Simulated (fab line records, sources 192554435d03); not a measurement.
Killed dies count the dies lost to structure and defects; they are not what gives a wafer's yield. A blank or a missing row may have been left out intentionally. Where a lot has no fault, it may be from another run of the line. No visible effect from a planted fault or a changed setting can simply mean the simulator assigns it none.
Split-lot study :: flow n5Finfet :: on a route of 1938 steps: 7 lots, 21 wafers read

== THE SPLIT ITSELF ==
At N5_MOL_CONTACT_COAG_COAT_64 (time 60 s, resist thk 10 nm), the setting spinRpm was moved away from the recipe's 1500 rpm on 6 of the 21 wafers read, by -10.5% to +7.4%. All remaining wafers had this setting at the recipe value.

== FROM THE SPLIT TO THE READING: what the file shows between them, 6 steps ==
- N5_MOL_CONTACT_COAG_COAT_34: resist thk 40 nm
- N5_MOL_CONTACT_COAG_EBR_36
- N5_MOL_CONTACT_COAG_DESCUM_45: chemistry O2, time 7 s
- N5_MOL_CONTACT_COAG_ETCH_65: etches underlayer in N2/H2, target depth 13 nm, time 10.4 s
- N5_MOL_CONTACT_COAG_ETCH_66: etches SiARC in CF4, target depth 13 nm, time 21.7 s
- N5_MOL_CONTACT_COAG_ALD_133: deposits SiO2, target thk 5 nm, pulse time 1 s, co reactant pulse time 1 s

== THE READING ==
CAR-EUV_of_MOL_CONTACT_COAG_COAT_34.thkNm (the simulator's own value, which no gauge read), in nm, at N5_MOL_CONTACT_COAG_ETCHBACK_134 (etches SiO2 in CHF3, target depth 10 nm, time 6.7 s). There is no usual value for it anywhere in the file. Average 15.6 nm, standard deviation 0.11 nm, over the 15 wafers here run with the recipe.

wafer: L078.3
tool, chamber at the split: lithoTrack-05, 0
spinRpm as run, rpm: 1611
against the recipe: +7.4%
CAR-EUV_of_MOL_CONTACT_COAG_COAT_34.thkNm, nm: 16
against lot-mates on the recipe: +0.5

wafer: L078.4
tool, chamber at the split: lithoTrack-05, 0
spinRpm as run, rpm: 1500
against the recipe: recipe
CAR-EUV_of_MOL_CONTACT_COAG_COAT_34.thkNm, nm: 15.6
against lot-mates on the recipe: -

wafer: L078.6
tool, chamber at the split: lithoTrack-05, 0
spinRpm as run, rpm: 1500
against the recipe: recipe
CAR-EUV_of_MOL_CONTACT_COAG_COAT_34.thkNm, nm: 15.4
against lot-mates on the recipe: -

wafer: L079.1
tool, chamber at the split: lithoTrack-03, 0
spinRpm as run, rpm: 1500
against the recipe: recipe
CAR-EUV_of_MOL_CONTACT_COAG_COAT_34.thkNm, nm: 15.6
against lot-mates on the recipe: -

wafer: L079.3
tool, chamber at the split: lithoTrack-03, 0
spinRpm as run, rpm: 1500
against the recipe: recipe
CAR-EUV_of_MOL_CONTACT_COAG_COAT_34.thkNm, nm: 15.6
against lot-mates on the recipe: -

wafer: L079.5
tool, chamber at the split: lithoTrack-03, 0
spinRpm as run, rpm: 1342
against the recipe: -10.5%
CAR-EUV_of_MOL_CONTACT_COAG_COAT_34.thkNm, nm: 15
against lot-mates on the recipe: -0.6

wafer: L083.2
tool, chamber at the split: lithoTrack-05, 0
spinRpm as run, rpm: 1500
against the recipe: recipe
CAR-EUV_of_MOL_CONTACT_COAG_COAT_34.thkNm, nm: 15.6
against lot-mates on the recipe: -

wafer: L083.5
tool, chamber at the split: lithoTrack-05, 0
spinRpm as run, rpm: 1500
against the recipe: recipe
CAR-EUV_of_MOL_CONTACT_COAG_COAT_34.thkNm, nm: 15.4
against lot-mates on the recipe: -

wafer: L083.6
tool, chamber at the split: lithoTrack-05, 0
spinRpm as run, rpm: 1403
against the recipe: -6.5%
CAR-EUV_of_MOL_CONTACT_COAG_COAT_34.thkNm, nm: 15
against lot-mates on the recipe: -0.5

wafer: L084.2
tool, chamber at the split: lithoTrack-03, 0
spinRpm as run, rpm: 1345
against the recipe: -10.3%
CAR-EUV_of_MOL_CONTACT_COAG_COAT_34.thkNm, nm: 14.8
against lot-mates on the recipe: -0.6

wafer: L084.4
tool, chamber at the split: lithoTrack-03, 0
spinRpm as run, rpm: 1345
against the recipe: -10.3%
CAR-EUV_of_MOL_CONTACT_COAG_COAT_34.thkNm, nm: 14.8
against lot-mates on the recipe: -0.6

wafer: L084.3
tool, chamber at the split: lithoTrack-03, 0
spinRpm as run, rpm: 1500
against the recipe: recipe
CAR-EUV_of_MOL_CONTACT_COAG_COAT_34.thkNm, nm: 15.4
against lot-mates on the recipe: -

wafer: L085.1
tool, chamber at the split: lithoTrack-03, 0
spinRpm as run, rpm: 1500
against the recipe: recipe
CAR-EUV_of_MOL_CONTACT_COAG_COAT_34.thkNm, nm: 15.6
against lot-mates on the recipe: -

wafer: L085.5
tool, chamber at the split: lithoTrack-03, 0
spinRpm as run, rpm: 1500
against the recipe: recipe
CAR-EUV_of_MOL_CONTACT_COAG_COAT_34.thkNm, nm: 15.6
against lot-mates on the recipe: -

wafer: L085.6
tool, chamber at the split: lithoTrack-03, 0
spinRpm as run, rpm: 1500
against the recipe: recipe
CAR-EUV_of_MOL_CONTACT_COAG_COAT_34.thkNm, nm: 15.6
against lot-mates on the recipe: -

wafer: L087.1
tool, chamber at the split: lithoTrack-02, 0
spinRpm as run, rpm: 1500
against the recipe: recipe
CAR-EUV_of_MOL_CONTACT_COAG_COAT_34.thkNm, nm: 15.6
against lot-mates on the recipe: -

wafer: L087.3
tool, chamber at the split: lithoTrack-02, 0
spinRpm as run, rpm: 1500
against the recipe: recipe
CAR-EUV_of_MOL_CONTACT_COAG_COAT_34.thkNm, nm: 15.6
against lot-mates on the recipe: -

wafer: L087.2
tool, chamber at the split: lithoTrack-02, 0
spinRpm as run, rpm: 1500
against the recipe: recipe
CAR-EUV_of_MOL_CONTACT_COAG_COAT_34.thkNm, nm: 15.8
against lot-mates on the recipe: -

wafer: L088.1
tool, chamber at the split: lithoTrack-03, 0
spinRpm as run, rpm: 1500
against the recipe: recipe
CAR-EUV_of_MOL_CONTACT_COAG_COAT_34.thkNm, nm: 15.6
against lot-mates on the recipe: -

wafer: L088.3
tool, chamber at the split: lithoTrack-03, 0
spinRpm as run, rpm: 1500
against the recipe: recipe
CAR-EUV_of_MOL_CONTACT_COAG_COAT_34.thkNm, nm: 15.8
against lot-mates on the recipe: -

wafer: L088.5
tool, chamber at the split: lithoTrack-03, 0
spinRpm as run, rpm: 1610
against the recipe: +7.3%
CAR-EUV_of_MOL_CONTACT_COAG_COAT_34.thkNm, nm: 16.2
against lot-mates on the recipe: +0.5

THE FIT
A straight line over all 21 wafers: CAR-EUV_of_MOL_CONTACT_COAG_COAT_34.thkNm changes by +0.0709 nm for each +1% of spinRpm; r = +0.95; the points scatter about the line by 0.12 nm.
The same after taking each lot's own level away (the mean of its wafers on the recipe; 21 wafers): +0.062 nm for each +1%; r = +0.97; scatter 0.075 nm.
The reading moves by 0.65 nm for the largest change in spinRpm, on that fit.
The span of the lots' own levels, 15.40 to 15.70 nm, comes to 2.6 times the standard deviation stated above.
In other words, the slope is changed by the lot-to-lot level; the two fits disagree.
Check: with one of the wafers moved furthest among these (-10.5%) left out of the fit, the line predicts -0.663 nm for it against its lot-mates. It came out at -0.6 nm against them.

== OTHER SPLITS ON THESE WAFERS ==
Note: prior to the reading, these wafers also went through further splits. Each is held against what the fit with the lots' levels taken away leaves over:
other split on the same wafers: N5_MOL_CONTACT_COAG_PECVD_31 tempC
wafers away from the commonest value: 5
r with CAR-EUV_of_MOL_CONTACT_COAG_COAT_34.thkNm (lot level and that fit taken away): -0.14

== THE WHOLE CHAIN: every reading that the file lists as answering this split, in the file's order ==
step: N5_MOL_CONTACT_COAG_COAT_64
what it does: time 60 s, resist thk 10 nm
reading: underlayer_of_MOL_CONTACT_COAG_COAT_64.thkNm (the simulator's own value, which no gauge read)
change (the file's fit): -0.0571 nm for each +1% of the setting
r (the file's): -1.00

step: N5_MOL_CONTACT_COAG_ETCH_65
what it does: etches underlayer in N2/H2, target depth 13 nm, time 10.4 s
reading: CAR-EUV_of_MOL_CONTACT_COAG_COAT_34.thkNm (the simulator's own value, which no gauge read)
change (the file's fit): +0.0717 nm for each +1% of the setting
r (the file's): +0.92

step: N5_MOL_CONTACT_COAG_ETCH_65
what it does: etches underlayer in N2/H2, target depth 13 nm, time 10.4 s
reading: etch.depthNm (the simulator's own value, which no gauge read)
change (the file's fit): -0.0523 nm for each +1% of the setting
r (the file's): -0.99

step: N5_MOL_CONTACT_COAG_ETCH_66
what it does: etches SiARC in CF4, target depth 13 nm, time 21.7 s
reading: CAR-EUV_of_MOL_CONTACT_COAG_COAT_34.thkNm (the simulator's own value, which no gauge read)
change (the file's fit): +0.0656 nm for each +1% of the setting
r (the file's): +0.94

step: N5_MOL_CONTACT_COAG_ETCHBACK_134
what it does: etches SiO2 in CHF3, target depth 10 nm, time 6.7 s
reading: CAR-EUV_of_MOL_CONTACT_COAG_COAT_34.thkNm (the simulator's own value, which no gauge read)
change (the file's fit): +0.0628 nm for each +1% of the setting
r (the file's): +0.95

== FILE'S OWN FIT ==
CAR-EUV_of_MOL_CONTACT_COAG_COAT_34.thkNm changes by +0.0628 nm for each +1% of spinRpm, r = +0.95.
